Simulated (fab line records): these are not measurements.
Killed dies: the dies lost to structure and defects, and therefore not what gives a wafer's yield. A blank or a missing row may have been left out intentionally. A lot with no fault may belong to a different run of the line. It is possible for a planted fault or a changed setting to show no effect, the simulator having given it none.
Which of the tools did it? / flow nand_harc / 7 lots, 21 wafers sampled, at 2 steps of a route of 1159

WHAT THE GAUGES SHOWED, per wafer
NHARC_A_WL_FILL_INSPECT_15.
lot=L689; measured=day 16 06:08; on=defect_inspect-01; raw_defect_count=309 304 341
lot=L693; measured=day 16 12:53; on=defect_inspect-02; raw_defect_count=366 566 290
lot=L695; measured=day 17 14:24; on=defect_inspect-02; raw_defect_count=330 387 314
lot=L697; measured=day 18 09:33; on=defect_inspect-01; raw_defect_count=345 232 233
lot=L705; measured=day 19 21:28; on=defect_inspect-01; raw_defect_count=236 395 289
lot=L707; measured=day 20 05:57; on=defect_inspect-01; raw_defect_count=276 650 344
lot=L710; measured=day 21 16:26; on=defect_inspect-01; raw_defect_count=274 256 316

WHICH TOOL RAN EACH LOT (tool, then ch and the chambers of the sampled wafers, then the start)
lot=L689; NHARC_A_WL_FILL_CVD_20=cvd_w-01 ch 0,1, day 16 06:08 or earlier
lot=L693; NHARC_A_WL_FILL_CVD_20=cvd_w-01 ch 0,1, day 16 12:53 or earlier
lot=L695; NHARC_A_WL_FILL_CVD_20=cvd_w-01 ch 0,1, day 17 14:24 or earlier
lot=L697; NHARC_A_WL_FILL_CVD_20=cvd_w-01 ch 0,1, day 18 09:33 or earlier
lot=L705; NHARC_A_WL_FILL_CVD_20=cvd_w-01 ch 0,1, day 19 21:28 or earlier
lot=L707; NHARC_A_WL_FILL_CVD_20=cvd_w-02 ch 0,1, day 20 05:57 or earlier
lot=L710; NHARC_A_WL_FILL_CVD_20=cvd_w-02 ch 0,1, day 21 16:26 or earlier
- NHARC_A_WL_FILL_CVD_20: deposits W, target thk 75 nm, time 5064 s.

THE ANSWER, worked out from the rows above alone
Rule: usual is defined by the lots themselves. Put in order of their means at a reading, lots are off if they are a third of the lots or fewer, leave a main group of 4 or more, and stand apart from it by a gap of 3 or more times the standard deviation of the main group's means; of several such gaps the widest counts. A main group whose means are all the same, to the digits that the tables above print for the reading, isn't used. Also off: a lot with no number at a reading for which 4 or more lots have one. Any other lot the step has rows for is counted as sound.
No lot is off on any of the readings shown, so nothing can be concluded from this.

WHAT THE SIMULATOR HAD INSERTED
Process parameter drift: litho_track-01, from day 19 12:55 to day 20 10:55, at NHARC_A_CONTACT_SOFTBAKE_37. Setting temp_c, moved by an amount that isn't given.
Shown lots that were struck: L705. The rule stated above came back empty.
